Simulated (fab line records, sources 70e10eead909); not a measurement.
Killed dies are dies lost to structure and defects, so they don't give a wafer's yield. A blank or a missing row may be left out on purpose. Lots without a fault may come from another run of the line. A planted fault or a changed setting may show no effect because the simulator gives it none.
Which tool did it? | flow nand_harc | 12 lots, 36 wafers sampled, at 2 steps of a route of 1302

WHAT THE GAUGES READ, wafer by wafer
NHARC_A_SLIT_CD_MEAS_09: target cd 300 nm.
lot  | measured     | on        | cd_nm (nm)
L075 | day 20 02:54 | cd_sem-02 | 300.6 301.8 301.7
L077 | day 21 04:14 | cd_sem-03 | 300.1 300.4 300.5
L080 | day 21 22:47 | cd_sem-01 | 300.6 299.8 299.9
L081 | day 23 03:19 | cd_sem-03 | 300.1 300.2 300.8
L085 | day 23 23:33 | cd_sem-01 | 300.5 300.0 301.0
L084 | day 23 23:59 | cd_sem-01 | 300.9 301.1 301.4
L088 | day 25 07:34 | cd_sem-03 | 301.8 300.9 300.6
L090 | day 26 08:40 | cd_sem-02 | 301.0 301.3 300.6
L091 | day 27 06:18 | cd_sem-02 | 301.4 301.2 301.9
L093 | day 27 23:52 | cd_sem-02 | 300.9 300.9 300.7
L095 | day 28 08:44 | cd_sem-01 | 301.2 302.1 300.7
L096 | day 29 02:20 | cd_sem-03 | 299.3 299.8 300.7

WHICH TOOL RAN EACH LOT (tool, then ch and the chambers of the sampled wafers, then the start)
lot  | NHARC_A_SLIT_DEP_23
L075 | pecvd-03 ch 0,1,2, day 20 02:15
L077 | pecvd-04 ch 0,1, day 21 03:41
L080 | pecvd-03 ch 1,2, day 21 22:10
L081 | pecvd-04 ch 0,1,2, day 23 02:47
L085 | pecvd-04 ch 1,2, day 23 23:01
L084 | pecvd-02 ch 0,1,2, day 23 23:17
L088 | pecvd-04 ch 0,1,2, day 25 06:53
L090 | pecvd-03 ch 0,1, day 26 07:59
L091 | pecvd-02 ch 0,1,2, day 27 05:40
L093 | pecvd-02 ch 0,1, day 27 23:13
L095 | pecvd-03 ch 0,1,2, day 28 08:11
L096 | pecvd-02 ch 1,2, day 29 01:46
- NHARC_A_SLIT_DEP_23: deposits SiON, target thk 100 nm.

THE ANSWER, worked out from the rows above alone
Rule: what is usual is taken from the lots themselves. Put in order of their means at a reading, lots are off if they are a third of the lots or fewer, leave a main group of 4 or more, and stand apart from it by a gap of 3 or more times the standard deviation of the main group's means; of several such gaps the widest counts. A main group whose means are all the same, to the digits that the tables above print for the reading, isn't used. A lot without any number at a reading at which 4 lots or more have one is off too. The other lots that the step has rows for count as sound.
No lot is off at any reading shown: from this, nothing can be told.

WHAT THE SIMULATOR HAD PUT IN
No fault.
